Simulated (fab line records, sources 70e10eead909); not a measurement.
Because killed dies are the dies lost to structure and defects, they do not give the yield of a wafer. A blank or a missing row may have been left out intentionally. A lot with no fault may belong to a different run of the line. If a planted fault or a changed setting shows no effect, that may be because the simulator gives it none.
fab line records | flow nand-harc
[record] lots = 5 | wafers = 15 | last-day = 24
route steps=1159 shown A_CHANNEL_HOLE_D1@465 END@1159
lots that met no fault: from a run of the same line without faults
start-h: hours from the record's opening day to when the first of the lot's shown wafers began | wait-h: hours from the lot's prior step to this one | " as in the row above | L1.1+2: a row that stands for several wafers | - no value, or no start was given | * or withheld: withheld | < > ~ a bound
route shown NAME@n: a module of which the file shows steps, and the number in the route of the first | usual: the fault-free wafers' mean and standard deviation | same: alike in all rows | chamber/n: place in a boat | sites: the reading at each site | _std_site: standard deviation of those values | _edge_site: the outer-site mean with the inner-site mean subtracted | radius-mm: how far each site lies from the wafer's centre | mask NAME#n: copy n | behind: the most recent tool/chamber to have shaped the wafer | hold: reason for holding the lot/hours on hold/outcome of the hold | device: whichever transistor did not switch (one of n, p or np) | end of line: the same wafers' tests at the end of the route | step lacking rows: just its recipe | killed: dies lost to structure and defects at the first sort, not the wafer's yield | map: per-die view of a wafer (x killed, . not killed, _ where there is no die)
set.NAME: the run value of the setting; set.NAME@STEP: its run value at that earlier step | model.NAME: the simulator's own value behind a step, which no gauge read
lots seen at some steps along the route; tables by step, rows by wafer
services: when a tool's chamber went out of use (start-h, in hours from the record's first day, below 0 if earlier), for how many hours, and the reason
[[steps]]
[step NHARC_A_CHANNEL_HOLE_D1_DESCUM_15]
[recipe] time-s = 3 | o2-flow-sccm = 200 | ar-flow-sccm = 0 | bias-power-w = 0 | chemistry = O2
[step NHARC_A_CHANNEL_HOLE_D1_ETCH_38]
[recipe] target-depth-a = 390 | over-etch-frac = 0.3 | time-s = 65 | ion-energy-ev = 80 | cf4-flow-sccm = 150 | ar-flow-sccm = 0 | rf-w = 300 | bias-w = 100 | chemistry = CF4
[step NHARC_A_CHANNEL_HOLE_D1_ETCH_39]
[recipe] target-depth-a = 2600 | over-etch-frac = 0.3 | time-s = 325 | ion-energy-ev = 200 | n2-flow-sccm = 150 | h2-flow-sccm = 150 | ar-flow-sccm = 0 | rf-w = 400 | bias-w = 150 | chemistry = N2/H2
[step NHARC_A_CHANNEL_HOLE_D1_ETCH_34]
[recipe] target-depth-a = 1540 | time-s = 77 | cf4-flow-sccm = 100 | chf3-flow-sccm = 30 | ar-flow-sccm = 0 | rf-w = 500 | bias-w = 200 | chemistry = CF4/CHF3
[step NHARC_A_CHANNEL_HOLE_D1_ETCH_16]
[recipe] target-depth-a = 31000 | over-etch-frac = 0.3 | time-s = 806 | ion-energy-ev = 150 | o2-flow-sccm = 400 | cos-flow-sccm = 20 | ar-flow-sccm = 0 | rf-w = 500 | bias-w = 300 | chemistry = O2/COS
[step NHARC_A_CHANNEL_HOLE_D1_ETCH_19]
[recipe] bias-v = 1200 | source-w = 2500 | pressure-mtorr = 15 | time-s = 34.5 | ar-flow-sccm = 375 | c4f8-flow-sccm = 28.8 | o2-flow-sccm = 96.2 | temp-c = -20 | target-depth-a = * | chemistry = C4F8/O2/Ar
[step NHARC_A_CHANNEL_HOLE_D1_ETCH_20]
[recipe] bias-v = 3000 | source-w = withheld | pressure-mtorr = 20 | time-s = 361.9 | ar-flow-sccm = 375 | c4f8-flow-sccm = 89.3 | o2-flow-sccm = 35.7 | temp-c = -20 | target-depth-a = 16000 | chemistry = C4F8/O2/Ar
[step NHARC_A_CHANNEL_HOLE_D1_ETCH_21]
[recipe] bias-v = 3000 | source-w = withheld | pressure-mtorr = 20 | time-s = 514.3 | ar-flow-sccm = 375 | c4f8-flow-sccm = 89.3 | o2-flow-sccm = 35.7 | temp-c = -20 | target-depth-a = 16000 | chemistry = C4F8/O2/Ar
[step NHARC_A_CHANNEL_HOLE_D1_ETCH_22]
[recipe] bias-v = 3000 | source-w = withheld | pressure-mtorr = 20 | time-s = 666.7 | ar-flow-sccm = 375 | c4f8-flow-sccm = 89.3 | o2-flow-sccm = 35.7 | temp-c = -20 | target-depth-a = 16000 | chemistry = C4F8/O2/Ar
[step NHARC_A_CHANNEL_HOLE_D1_ETCH_23]
[recipe] bias-v = 5000 | source-w = withheld | pressure-mtorr = 20 | time-s = 819 | ar-flow-sccm = 375 | c4f8-flow-sccm = 89.3 | o2-flow-sccm = 35.7 | temp-c = -20 | target-depth-a = 16000 | chemistry = C4F8/O2/Ar
[usual] c4f8-flow-sccm = 89.30/0.29 | chamber-pressure-mTorr = 20.001/0.021 | drypump-motor-current-A = 6.1/0.33 | showerhead-plenum-p-Torr = 3.74/0.15 | throttle-valve-pct = 32.155/0.0096
lot.wafer | tool        | chamber | start-h | wait-h | c4f8-flow-sccm | chamber-pressure-mTorr | drypump-motor-current-A | rf-hours-counter-h | showerhead-plenum-p-Torr | throttle-valve-pct
L138.1    | har-etch-02 | 1       | 193.18  | 0.5    | 89.64          | 19.995                 | 6.6                     | 112                | 3.87                     | 32.150
L138.3    | "           | 1       | "       | "      | 89.85          | 20.022                 | 6.6                     | -                  | 3.87                     | 32.147
L138.5    | "           | 0       | "       | "      | 89.41          | 20.006                 | 6.2                     | -                  | 3.51                     | 32.161
L149.1    | har-etch-01 | 0       | 263.04  | 0.5    | -              | -                      | -                       | -                  | -                        | -
L149.4    | "           | 1       | "       | "      | -              | -                      | -                       | -                  | -                        | -
L149.6    | "           | 1       | "       | "      | -              | -                      | -                       | -                  | -                        | -
L148.2    | har-etch-02 | 0       | 267.01  | 0.5    | -              | -                      | -                       | -                  | -                        | -
L148.4    | "           | 0       | "       | "      | -              | -                      | -                       | -                  | -                        | -
L148.5    | "           | 0       | "       | "      | -              | -                      | -                       | -                  | -                        | -
L154.2    | har-etch-02 | 0       | 276.70  | 0.5    | -              | -                      | -                       | -                  | -                        | -
L154.6    | "           | 1       | "       | "      | -              | -                      | -                       | -                  | -                        | -
L154.5    | "           | 0       | "       | "      | -              | -                      | -                       | -                  | -                        | -
L159.1    | har-etch-02 | 0       | 312.37  | 0.5    | 89.70          | 20.011                 | 6.2                     | 165                | 3.48                     | 32.170
L159.3    | "           | 1       | "       | "      | 89.36          | 19.993                 | 6.6                     | -                  | 3.84                     | 32.152
L159.6    | "           | 1       | "       | "      | 88.96          | 19.962                 | 6.6                     | -                  | 3.84                     | 32.152
[step NHARC_A_CHANNEL_HOLE_D1_ETCH_24]
[recipe] bias-v = 5000 | source-w = withheld | pressure-mtorr = 20 | time-s = 906.2 | ar-flow-sccm = 375 | c4f8-flow-sccm = 93.8 | o2-flow-sccm = 31.2 | temp-c = -20 | target-depth-a = 15000 | chemistry = C4F8/O2/Ar
[step NHARC_A_CHANNEL_HOLE_D1_ETCH_25]
[recipe] bias-v = 5000 | source-w = withheld | pressure-mtorr = 20 | time-s = 1040.2 | ar-flow-sccm = 375 | c4f8-flow-sccm = 93.8 | o2-flow-sccm = 31.2 | temp-c = -20 | target-depth-a = 15000 | chemistry = C4F8/O2/Ar
[step NHARC_A_CHANNEL_HOLE_D1_ETCH_26]
[recipe] bias-v = 300 | source-w = 2000 | pressure-mtorr = 30 | time-s = 224.1 | ar-flow-sccm = 375 | c4f8-flow-sccm = 11.4 | o2-flow-sccm = 113.6 | temp-c = -20 | target-depth-a = 3000 | chemistry = C4F8/O2/Ar
[step NHARC_A_CHANNEL_HOLE_D1_ETCH_33]
[recipe] bias-v = 400 | source-w = 2000 | pressure-mtorr = 25 | time-s = 90 | ar-flow-sccm = 375 | c4f8-flow-sccm = 41.7 | o2-flow-sccm = 83.3 | temp-c = -20 | target-depth-a = 4000 | chemistry = C4F8/O2/Ar
[step NHARC_A_CHANNEL_HOLE_D1_STRIP_41]
[recipe] n2-flow-sccm = 150 | h2-flow-sccm = 150 | ar-flow-sccm = 0 | bias-w = 0 | chemistry = N2/H2
[step NHARC_A_CHANNEL_HOLE_D1_STRIP_42]
[recipe] cf4-flow-sccm = 100 | chf3-flow-sccm = 30 | ar-flow-sccm = 0 | bias-w = 0 | chemistry = CF4/CHF3
[step NHARC_A_CHANNEL_HOLE_D1_STRIP_43]
[recipe] o2-flow-sccm = 400 | cos-flow-sccm = 20 | ar-flow-sccm = 0 | bias-w = 0 | chemistry = O2/COS
[step NHARC_A_CHANNEL_HOLE_D1_ETCH_44]
[recipe] target-depth-a = 1400 | overetch-a = 140 | time-s = 77 | ion-energy-ev = 100 | cf4-flow-sccm = 80 | o2-flow-sccm = 20 | ar-flow-sccm = 0 | rf-w = 300 | bias-w = 100 | chemistry = CF4/O2
[usual] bias-w = 100.02/0.29 | cf4-flow-sccm = 80.01/0.22 | drypump-motor-current-A = 5.8/0.41 | oes-product-au = 1.000/0.016 | rf-vpp-V = 197.8/1.3 | showerhead-plenum-p-Torr = 1.34/0.054 | throttle-valve-pct = 13.397/0.009
lot.wafer | tool        | chamber | start-h | wait-h | bias-w | cf4-flow-sccm | drypump-motor-current-A | oes-product-au | rf-hours-counter-h | rf-vpp-V | showerhead-plenum-p-Torr | throttle-valve-pct | model.A_CHANNEL_HOLE_D1.cd-nm
L138.3    | rie-diel-05 | 3       | 196.48  | 0.1    | 99.88  | 80.00         | 5.2                     | 1.028          | 1                  | 196.1    | 1.26                     | 13.387             | 91
L138.1    | "           | 2       | "       | "      | 100.15 | 79.84         | 5.5                     | 1.004          | 1                  | 198.9    | 1.33                     | 13.404             | 89.72
L138.5    | "           | 3       | "       | "      | 100.00 | 80.58         | 5.2                     | 1.019          | -                  | 195.6    | 1.26                     | 13.396             | 91.77
L149.1    | rie-diel-04 | 0       | 266.20  | 0.1    | 100.48 | 80.20         | 6.1                     | 0.987          | 12                 | 197.9    | 1.38                     | 13.399             | 101.5
L149.4    | "           | 1       | "       | "      | 99.98  | 79.95         | 5.6                     | 1.005          | 13                 | 201.1    | 1.43                     | 13.388             | 105.2
L149.6    | "           | 3       | "       | "      | 100.12 | 80.09         | 5.3                     | 1.016          | -                  | 198.4    | 1.41                     | 13.387             | 102.7
L148.4    | rie-diel-11 | 2       | 270.22  | 0.1    | 99.83  | 80.30         | 6.5                     | 0.965          | 5                  | 196.3    | 1.31                     | 13.403             | 2.142
L148.2    | "           | 0       | "       | "      | 99.98  | 80.04         | 5.5                     | 1.007          | 4                  | 196.7    | 1.32                     | 13.393             | 99.04
L148.5    | "           | 1       | "       | "      | 100.42 | 80.14         | 5.4                     | 1.009          | -                  | 195.2    | 1.27                     | 13.389             | 97.58
L154.2    | rie-diel-11 | 2       | 279.89  | 0.1    | 100.10 | 79.52         | 6.5                     | 0.955          | 5                  | 197.9    | 1.31                     | 13.397             | 101.3
L154.6    | "           | 0       | "       | "      | 100.47 | 80.03         | 5.5                     | 1.006          | -                  | 196.8    | 1.32                     | 13.405             | 94.91
L154.5    | "           | 1       | "       | "      | 100.15 | 79.75         | 5.4                     | 0.985          | -                  | 197.6    | 1.27                     | 13.401             | 97.17
L159.3    | rie-diel-11 | 0       | 315.67  | 0.0    | 100.36 | 80.03         | 5.4                     | 0.996          | 7                  | 197.8    | 1.32                     | 13.397             | 91.33
L159.1    | "           | 1       | "       | "      | 99.89  | 80.10         | 5.4                     | 0.994          | 8                  | 196.6    | 1.27                     | 13.380             | 91.18
L159.6    | "           | 0       | "       | "      | 99.86  | 79.95         | 5.4                     | 1.001          | -                  | 197.6    | 1.32                     | 13.395             | 90.13
[step NHARC_A_CHANNEL_HOLE_D1_STRIP_27]
[recipe] o2-flow-sccm = 500 | ar-flow-sccm = 0 | bias-w = 0 | chemistry = O2
[step NHARC_A_CHANNEL_HOLE_D1_PRECLEAN_28]
[recipe] time-s = * | temp-c = 50 | bath-age-min = 0 | chemistry = SC1
[step NHARC_A_CHANNEL_HOLE_D1_SRD_29]
[step NHARC_A_CHANNEL_HOLE_D1_CD_MEAS_30]
[usual] cd-nm = 90.9/1.5
lot.wafer | tool      | chamber | start-h | wait-h | cd-nm
L138.1    | cd-sem-02 | -       | 197.27  | -      | 89.7
L138.3    | "         | -       | "       | "      | 90.9
L138.5    | "         | -       | "       | "      | 93.1
L149.1    | cd-sem-03 | -       | 266.98  | -      | 0.7
L149.4    | "         | -       | "       | "      | -0.1
L149.6    | "         | -       | "       | "      | 1.6
L148.2    | cd-sem-03 | -       | 271.01  | -      | 1.9
L148.4    | "         | -       | "       | "      | 2.7
L148.5    | "         | -       | "       | "      | 2.4
L154.2    | cd-sem-03 | -       | 280.67  | -      | 0.0
L154.5    | "         | -       | "       | "      | 1.7
L154.6    | "         | -       | "       | "      | 1.7
L159.1    | cd-sem-01 | -       | 316.47  | -      | 91.0
L159.3    | "         | -       | "       | "      | 91.7
L159.6    | "         | -       | "       | "      | 91.2
[step NHARC_A_CHANNEL_HOLE_D1_XSEM_31]
[recipe] landing-energy-ev = 35000
[usual] bot-cd-nm = 75.6/1.4 | bow-nm = 8.8/0.31 | tilt-deg = 0.08/0.049
lot.wafer | tool    | chamber | start-h | wait-h | bot-cd-nm | bow-nm | tilt-deg
L138.1    | xsem-01 | 0       | 197.37  | 0.1    | 75.0      | 8.6    | 0.08
L138.3    | "       | 0       | "       | "      | 75.9      | 8.5    | 0.08
L138.5    | "       | 0       | "       | "      | 77.8      | 8.5    | 0.08
L149.1    | xsem-01 | 0       | 267.07  | 0.1    | 0.4       | 0.6    | 0.08
L149.4    | "       | 0       | "       | "      | 0.0       | 0.6    | 0.08
L149.6    | "       | 0       | "       | "      | 0.9       | 0.6    | 0.08
L148.2    | xsem-02 | 0       | 271.10  | 0.1    | 2.2       | 0.7    | 0.01
L148.4    | "       | 0       | "       | "      | 2.8       | 0.7    | 0.01
L148.5    | "       | 0       | "       | "      | 2.1       | 0.7    | 0.01
L154.2    | xsem-01 | 0       | 280.76  | 0.1    | 0.7       | 0.6    | 0.01
L154.5    | "       | 0       | "       | "      | 2.0       | 0.6    | 0.01
L154.6    | "       | 0       | "       | "      | 1.7       | 0.6    | 0.01
L159.1    | xsem-02 | 0       | 316.56  | 0.1    | 74.7      | 8.6    | 0.07
L159.3    | "       | 0       | "       | "      | 75.6      | 8.6    | 0.07
L159.6    | "       | 0       | "       | "      | 75.7      | 8.6    | 0.07
[step NHARC_END_SORT_01]
[recipe] temp-c = 25
[usual] killed-at-array = 30/10 | killed-at-other = 0.5/0.82 | killed-at-periphery = 2.9/2 | killed-dies = 34/11 | killed-open = 3.2/1.8 | killed-short = 2.0/1.4
[same] gross-dies = 677
lot.wafer | tool      | chamber | start-h | wait-h | killed-at-array | killed-at-other | killed-at-periphery | killed-dies | killed-open | killed-short
L148.2    | prober-01 | 0       | 537.33  | 2.8    | 674             | 2               | 1                   | 677         | 5           | 8
L148.4    | prober-01 | 0       | 538.92  | 3.4    | 672             | 4               | 1                   | 677         | 6           | 2
L148.5    | prober-01 | 0       | 539.72  | 3.7    | 676             | 1               | 0                   | 677         | 4           | 1
L149.1    | prober-02 | 0       | 544.01  | 2.5    | 676             | 0               | 1                   | 677         | 3           | 3
L149.4    | prober-02 | 0       | 546.45  | 3.4    | 675             | 0               | 2                   | 677         | 5           | 1
L149.6    | prober-02 | 0       | 548.07  | 4.1    | 672             | 1               | 4                   | 677         | 5           | 5
L154.2    | prober-01 | 0       | 551.64  | 2.8    | 676             | 0               | 1                   | 677         | 2           | 1
L154.5    | prober-01 | 0       | 554.03  | 3.7    | 670             | 1               | 6                   | 677         | 3           | 4
L154.6    | prober-01 | 0       | 554.83  | 4.0    | 670             | 1               | 6                   | 677         | 8           | 1
// killed by level:class
L148.2 A_CHANNEL_HOLE_D1:area-etch=648 A_CHANNEL_HOLE_D1:geometric-particle:short=5 A_CHANNEL_HOLE_D1:chamber-film-flake=5 A_STAIRCASE:chamber-film-flake=4 A_WL_FILL:geometric-particle:short=3 A_CHANNEL_HOLE_D1:geometric-particle:open=2 A_CONTACT:geometric-particle:open=2 A_CONTACT:chamber-film-flake=2
L148.4 A_CHANNEL_HOLE_D1:area-etch=649 A_CHANNEL_HOLE_D1:chamber-film-flake=9 THIN_TSV:chamber-film-flake=4 A_STAIRCASE:chamber-film-flake=3 A_CHANNEL_HOLE_D1:geometric-particle:open=2 A_CONTACT:geometric-particle:open=2 A_WL_FILL:chamber-film-flake=2 A_CONTACT:chamber-film-flake=2
L148.5 A_CHANNEL_HOLE_D1:area-etch=664 A_CHANNEL_HOLE_D1:chamber-film-flake=6 A_CHANNEL_FILL_D1:geometric-particle:open=1 A_CONTACT:geometric-particle:open=1 A_BLC:geometric-particle:open=1 A_M0:geometric-particle:open=1 A_M0:geometric-particle:short=1 A_STAIRCASE:chamber-film-flake=1
L149.1 A_CHANNEL_HOLE_D1:area-etch=628 A_SLIT:chamber-film-flake=14 A_CHANNEL_HOLE_D1:chamber-film-flake=12 A_CONTACT:chamber-film-flake=11 A_STAIRCASE:chamber-film-flake=5 P_M1:geometric-particle:open=1 A_SOURCE_PLATE:geometric-particle:short=1 A_CHANNEL_HOLE_D1:geometric-particle:short=1
L149.4 A_CHANNEL_HOLE_D1:area-etch=636 A_CHANNEL_HOLE_D1:chamber-film-flake=14 A_SLIT:chamber-film-flake=11 A_STAIRCASE:chamber-film-flake=5 A_ONON_D1:geometric-particle:open=2 P_GATE:chamber-film-flake=2 A_CONTACT:chamber-film-flake=2 A_WL_FILL:geometric-particle:short=1
L149.6 A_CHANNEL_HOLE_D1:area-etch=637 A_CHANNEL_HOLE_D1:chamber-film-flake=9 A_SLIT:chamber-film-flake=9 A_STAIRCASE:chamber-film-flake=5 A_CONTACT:chamber-film-flake=4 A_CHANNEL_HOLE_D1:geometric-particle:short=2 P_GATE:chamber-film-flake=2 P_GATE:geometric-particle:short=1
L154.2 A_CHANNEL_HOLE_D1:area-etch=658 A_CHANNEL_HOLE_D1:chamber-film-flake=7 A_CONTACT:chamber-film-flake=5 A_STAIRCASE:chamber-film-flake=2 A_CHANNEL_FILL_D1:geometric-particle:short=1 A_CONTACT:geometric-particle:open=1 A_M0:geometric-particle:open=1 P_ZERO_WELL:chamber-film-flake=1
L154.5 A_CHANNEL_HOLE_D1:area-etch=650 P_ZERO_WELL:chamber-film-flake=5 A_CHANNEL_HOLE_D1:chamber-film-flake=5 A_CONTACT:chamber-film-flake=5 A_CHANNEL_HOLE_D1:geometric-particle:short=2 A_WL_FILL:chamber-film-flake=2 A_CHANNEL_FILL_D1:geometric-particle:short=1 A_CHANNEL_FILL_D1:geometric-particle:open=1
L154.6 A_CHANNEL_HOLE_D1:area-etch=649 A_CHANNEL_HOLE_D1:chamber-film-flake=5 A_CHANNEL_HOLE_D1:geometric-particle:open=4 P_ZERO_WELL:chamber-film-flake=4 A_SGD_CUT:chamber-film-flake=4 A_STAIRCASE:chamber-film-flake=3 A_CHANNEL_FILL_D1:geometric-particle:open=2 P_GATE:geometric-particle:open=1
// map L148.2 (x killed, . not)
____________x____________
_________xxxxxxx_________
_______xxxxxxxxxxx_______
______xxxxxxxxxxxxx______
_____xxxxxxxxxxxxxxx_____
____xxxxxxxxxxxxxxxxx____
____xxxxxxxxxxxxxxxxx____
___xxxxxxxxxxxxxxxxxxx___
___xxxxxxxxxxxxxxxxxxx___
__xxxxxxxxxxxxxxxxxxxxx__
__xxxxxxxxxxxxxxxxxxxxx__
_xxxxxxxxxxxxxxxxxxxxxxx_
_xxxxxxxxxxxxxxxxxxxxxxx_
_xxxxxxxxxxxxxxxxxxxxxxx_
_xxxxxxxxxxxxxxxxxxxxxxx_
_xxxxxxxxxxxxxxxxxxxxxxx_
xxxxxxxxxxxxxxxxxxxxxxxxx
xxxxxxxxxxxxxxxxxxxxxxxxx
xxxxxxxxxxxxxxxxxxxxxxxxx
xxxxxxxxxxxxxxxxxxxxxxxxx
xxxxxxxxxxxxxxxxxxxxxxxxx
_xxxxxxxxxxxxxxxxxxxxxxx_
_xxxxxxxxxxxxxxxxxxxxxxx_
_xxxxxxxxxxxxxxxxxxxxxxx_
_xxxxxxxxxxxxxxxxxxxxxxx_
_xxxxxxxxxxxxxxxxxxxxxxx_
__xxxxxxxxxxxxxxxxxxxxx__
__xxxxxxxxxxxxxxxxxxxxx__
___xxxxxxxxxxxxxxxxxxx___
___xxxxxxxxxxxxxxxxxxx___
____xxxxxxxxxxxxxxxxx____
____xxxxxxxxxxxxxxxxx____
_____xxxxxxxxxxxxxxx_____
______xxxxxxxxxxxxx______
_______xxxxxxxxxxx_______
_________xxxxxxx_________
____________x____________
// map L149.1 (x killed, . not)
____________x____________
_________xxxxxxx_________
_______xxxxxxxxxxx_______
______xxxxxxxxxxxxx______
_____xxxxxxxxxxxxxxx_____
____xxxxxxxxxxxxxxxxx____
____xxxxxxxxxxxxxxxxx____
___xxxxxxxxxxxxxxxxxxx___
___xxxxxxxxxxxxxxxxxxx___
__xxxxxxxxxxxxxxxxxxxxx__
__xxxxxxxxxxxxxxxxxxxxx__
_xxxxxxxxxxxxxxxxxxxxxxx_
_xxxxxxxxxxxxxxxxxxxxxxx_
_xxxxxxxxxxxxxxxxxxxxxxx_
_xxxxxxxxxxxxxxxxxxxxxxx_
_xxxxxxxxxxxxxxxxxxxxxxx_
xxxxxxxxxxxxxxxxxxxxxxxxx
xxxxxxxxxxxxxxxxxxxxxxxxx
xxxxxxxxxxxxxxxxxxxxxxxxx
xxxxxxxxxxxxxxxxxxxxxxxxx
xxxxxxxxxxxxxxxxxxxxxxxxx
_xxxxxxxxxxxxxxxxxxxxxxx_
_xxxxxxxxxxxxxxxxxxxxxxx_
_xxxxxxxxxxxxxxxxxxxxxxx_
_xxxxxxxxxxxxxxxxxxxxxxx_
_xxxxxxxxxxxxxxxxxxxxxxx_
__xxxxxxxxxxxxxxxxxxxxx__
__xxxxxxxxxxxxxxxxxxxxx__
___xxxxxxxxxxxxxxxxxxx___
___xxxxxxxxxxxxxxxxxxx___
____xxxxxxxxxxxxxxxxx____
____xxxxxxxxxxxxxxxxx____
_____xxxxxxxxxxxxxxx_____
______xxxxxxxxxxxxx______
_______xxxxxxxxxxx_______
_________xxxxxxx_________
____________x____________
[[services]]
tool        | chamber | start-h | hours | kind
rie-diel-11 | -       | 189.50  | 9.0   | pm
rie-diel-11 | 0       | 189.50  | 9.0   | vent-cycle
rie-diel-11 | 1       | 189.50  | 9.0   | vent-cycle
rie-diel-11 | 2       | 189.50  | 9.0   | vent-cycle
rie-diel-11 | 3       | 189.50  | 9.0   | vent-cycle
rie-diel-11 | 0       | 198.50  | -     | clean
rie-diel-11 | 1       | 198.50  | -     | clean
rie-diel-11 | 2       | 198.50  | -     | clean
rie-diel-11 | 3       | 198.50  | -     | clean
rie-diel-11 | 0       | 223.00  | -     | clean
rie-diel-11 | 1       | 223.00  | -     | clean
rie-diel-11 | 2       | 223.00  | -     | clean
rie-diel-11 | 3       | 223.00  | -     | clean
rie-diel-04 | 0       | 230.43  | 2.9   | repair
rie-diel-11 | 0       | 247.50  | -     | clean
rie-diel-11 | 1       | 247.50  | -     | clean
rie-diel-11 | 3       | 261.11  | 2.5   | repair
rie-diel-05 | 1       | 261.67  | 4.1   | repair
rie-diel-05 | 1       | 269.06  | 1.2   | repair
rie-diel-04 | -       | 288.90  | 9.0   | pm
rie-diel-05 | 1       | 288.94  | 6.1   | repair
xsem-02     | -       | 302.00  | 14.0  | pm
har-etch-01 | -       | 305.00  | 17.0  | pm
rie-diel-04 | 3       | 313.35  | 1.4   | repair
[[key]]
[first-sign] step = NHARC_A_CHANNEL_HOLE_D1_ETCH_23 | reading = tool-record | direction = missing
[effect] step = NHARC_A_CHANNEL_HOLE_D1_CD_MEAS_30 | reading = cd-nm | direction = down | sigmas = 59 | usual = 90.9 | struck = 1.4
[effect] step = NHARC_A_CHANNEL_HOLE_D1_XSEM_31 | reading = bot-cd-nm | direction = down | sigmas = 52 | usual = 75.6 | struck = 1.4
[effect] step = NHARC_END_SORT_01 | reading = killed-at-array | direction = up | sigmas = 62 | usual = 30 | struck = 673
[model-effect] step = NHARC_A_CHANNEL_HOLE_D1_ETCH_44 | value = A_CHANNEL_HOLE_D1.cd-nm | without = 91.1 | struck = 89.06
[more-kills-born-at] NHARC_A_CHANNEL_HOLE_D1_ETCH_23@har-etch-02 = 3918 | NHARC_A_CHANNEL_HOLE_D1_ETCH_23@har-etch-01 = 1901
met-at NHARC_A_CHANNEL_HOLE_D1_ETCH_23
struck-wafers L148.2,L148.4,L148.5,L149.1,L149.4,L149.6,L154.2,L154.5,L154.6
later-rows-left-out L148.2,L148.4,L148.5,L149.1,L149.4,L149.6,L154.2,L154.5,L154.6
tester-left-out L148,L149,L154
onset-between 193.18 263.04
[fault] kind = skipped-step-whole | tool = har-etch-01,har-etch-02 | chamber = - | onset-h = 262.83 | steps = NHARC_A_CHANNEL_HOLE_D1_ETCH_23 | scope = struck-lots-only
// tester-left-out: of these lots the tester's yield and bins aren't shown, on N5 and GAA mostly nor the transistor test; their killed dies are dies lost to structure and defects alone, not to doping, threshold or leakage, so they don't give the yield
// later-rows-left-out: the simulator's readings of these wafers behind a module that went badly wrong aren't trusted and aren't shown, but for the sort
